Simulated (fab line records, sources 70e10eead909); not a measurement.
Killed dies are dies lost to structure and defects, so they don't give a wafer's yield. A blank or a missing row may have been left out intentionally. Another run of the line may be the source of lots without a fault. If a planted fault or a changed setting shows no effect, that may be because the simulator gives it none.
Comparing a struck lot with a sound one / flow nandHarc / 39 steps out of a route of 1302
Sound: these wafers, L373.1, L373.4, L373.6. Struck: wafer L383.2 (left out: L383.4, L383.5 of the same lot, which were not struck); the cause appears at the end.
For every step that has rows: the tool of each side, followed by ch and its chambers, followed by its first start. Under that, the readings that differ: sound wafers / struck wafers / difference of the means / sigmas: that difference in standard deviations of wafers without a fault.
alike: readings with means less than 2 such deviations apart, plus words and numbers identical on both sides. not compared: withheld readings, readings lacking a value on some wafer, bounds such as >300 that could conceal the same value, and numbers that have no deviation in the record and whose values overlap.
Wherever a step has rows on one side only, a row that says differs or no value, or a row with sigmas, the two part there. Numbers that don't overlap but have no deviation are shown without sigmas and don't part them. A reading missing from all wafers of one side parts the sides only when that side holds two or more wafers.

first, 2 steps without rows for these wafers: NHARC_P_BONDPAD_HARDBAKE_10 (time 65 s); NHARC_P_BONDPAD_DESCUM_11 (chemistry O2, time 3 s).
NHARC_P_BONDPAD_ETCH_37: etches the open film in N2/H2, target depth 60 nm, overetch 18 nm, time 65.91 s.
  sound on rieDiel-07 ch 0,2, day 7 03:40; struck on rieDiel-07 ch 3, day 11 08:14
reading=rfVppV (V); sound=428.4 434.1 433.3; struck=424.6; difference=-7.3; sigmas=-3
reading=showerheadPlenumPTorr (Torr); sound=1.96 2.15 2.15; struck=1.91; difference=-0.18; sigmas=-2
reading=throttleValvePct (%); sound=14.169 14.172 14.164; struck=14.191; difference=+0.023; sigmas=+3
  alike: drypumpMotorCurrentA, oesProductAu
  not compared: rfHoursCounterH
NHARC_P_BONDPAD_ETCH_12: etches the open film in CHF3/O2, target depth 200 nm, time 100 s.
  sound: rieDiel-07 ch 2,3; struck: rieDiel-07 ch 1
reading=oesProductAu (a.u.); sound=0.927 0.899 0.911; struck=0.953; difference=+0.041; sigmas=+2
  alike: chf3FlowSccm, drypumpMotorCurrentA, rfVppV, showerheadPlenumPTorr, throttleValvePct
  not compared: rfHoursCounterH
NHARC_P_BONDPAD_CD_MEAS_13:
  struck on cdSem-03, day 11 08:28; sound on cdSem-01, day 7 03:53
  alike: cdNm
NHARC_P_BONDPAD_STRIP_15: strips in O2.
  sound on rieDiel-07 ch 1,2, day 7 03:58; struck on rieDiel-13 ch 0, day 11 08:34
reading=oesProductAu (a.u.); sound=0.972 0.986 0.964; struck=1.005; difference=+0.031; sigmas=+3
  alike: drypumpMotorCurrentA, rfVppV, showerheadPlenumPTorr, throttleValvePct
  not compared: rfHoursCounterH
then, 2 steps without rows for these wafers: NHARC_P_BONDPAD_ETCH_24 (etches the open film in CF4/N2, target depth 30 nm, time 72.99 s); NHARC_P_BONDPAD_STRIP_16 (strips in post etch residue remover, time 600 s).
NHARC_P_BONDPAD_DEGAS_25: time 60 s.
  struck on pvdSputter-01, day 11 09:07; sound on pvdSputter-01, day 7 04:31
  alike: heaterPowerW
then, 3 steps without rows for these wafers: NHARC_P_BONDPAD_PRE_CLEAN_26 (time 30 s); NHARC_P_BONDPAD_PVD_17 (deposits TaN, target thk 5 nm, time 8.06 s); NHARC_P_BONDPAD_PVD_27 (deposits Cu, target thk 30 nm, time 20.49 s).
NHARC_P_BONDPAD_ECD_18: material Cu, target thk 400 nm.
  sound on ecdCu-01 ch 0, day 7 04:52; struck on ecdCu-01 ch 0, day 11 09:30
  alike: bathHeatDutyPct
then, 3 steps without rows for these wafers: NHARC_P_BONDPAD_ANNEAL_28 (time 90 s); NHARC_P_BONDPAD_CMP_19 (polishes, t overpolish 30 s, cu recess touch 16 s, target thk 160.81 nm); NHARC_P_BONDPAD_SRD_21 (time 30 s, dry time 20 s).
NHARC_P_BONDPAD_INSPECT_23:
  struck on defectInspect-01, day 11 10:43; sound on defectInspect-02, day 7 06:09
  alike: rawDefectCount
NHARC_P_BONDPAD_ACTIVATE_29: chemistry N2, time 60 s.
  sound on rieDiel-13 ch 1,3, day 7 06:13; struck on rieDiel-01 ch 2, day 11 10:46
  alike: drypumpMotorCurrentA, oesProductAu, rfVppV, showerheadPlenumPTorr
  not compared: rfHoursCounterH
then, 2 steps without rows for these wafers: NHARC_P_BONDPAD_PRECLEAN_30 (cleans in DIW, time 300 s); NHARC_P_BONDPAD_SRD_31 (time 30 s, dry time 20 s).
NHARC_A_START_INSPECT_01:
  the record has rows for the sound wafers here (defectInspect-02, day 7 06:37) and none for the struck ones
then, 11 steps without rows for these wafers: NHARC_A_ZERO_WELL_PRECLEAN_00 (cleans in SPM, time 600 s); NHARC_A_ZERO_WELL_SRD_01; NHARC_A_ZERO_WELL_DEHYDRATE_02 (time 120 s); NHARC_A_ZERO_WELL_HMDS_03 (time 30 s); NHARC_A_ZERO_WELL_COAT_18 (time 65 s); NHARC_A_ZERO_WELL_COAT_04 (resist thk 600 nm); NHARC_A_ZERO_WELL_SOFTBAKE_05 (time 70 s); NHARC_A_ZERO_WELL_EBR_06; NHARC_A_ZERO_WELL_EXPOSE_07 (exposes mask A ZERO); NHARC_A_ZERO_WELL_PEB_08 (peb time 80 s); NHARC_A_ZERO_WELL_DEVELOP_09 (time 50 s).
NHARC_A_ZERO_WELL_CD_MEAS_10: the cd target is 2000 nm.
  the record has rows for the sound wafers here (cdSem-01 ch 0, day 7 07:28) and none for the struck ones
then, 5 steps without rows for these wafers: NHARC_A_ZERO_WELL_HARDBAKE_11 (time 65 s); NHARC_A_ZERO_WELL_DESCUM_12 (chemistry O2, time 3 s); NHARC_A_ZERO_WELL_ETCH_19 (etches the open film in N2/H2, target depth 80 nm, overetch 24 nm, time 87.88 s); NHARC_A_ZERO_WELL_ETCH_13 (etches the open film in HBr/Cl2, target depth 120 nm, time 40.1 s); NHARC_A_ZERO_WELL_STRIP_14 (strips in SPM, time 900 s).
-- break in the record here, with 18 days between the starts of the struck wafers on either side (left off in module A_ZERO_WELL, picked up again in module END, where the first step shown is number 1302 on the route) --
NHARC_END_SORT_01:
  here the record holds rows for the struck wafers (prober-01 ch 0, day 28 22:49) but none for the sound ones

## WHERE THEY PART
Last at NHARC_END_SORT_01 as far as this record goes, first at NHARC_P_BONDPAD_ETCH_37.

WHY: what had been put in by the simulator
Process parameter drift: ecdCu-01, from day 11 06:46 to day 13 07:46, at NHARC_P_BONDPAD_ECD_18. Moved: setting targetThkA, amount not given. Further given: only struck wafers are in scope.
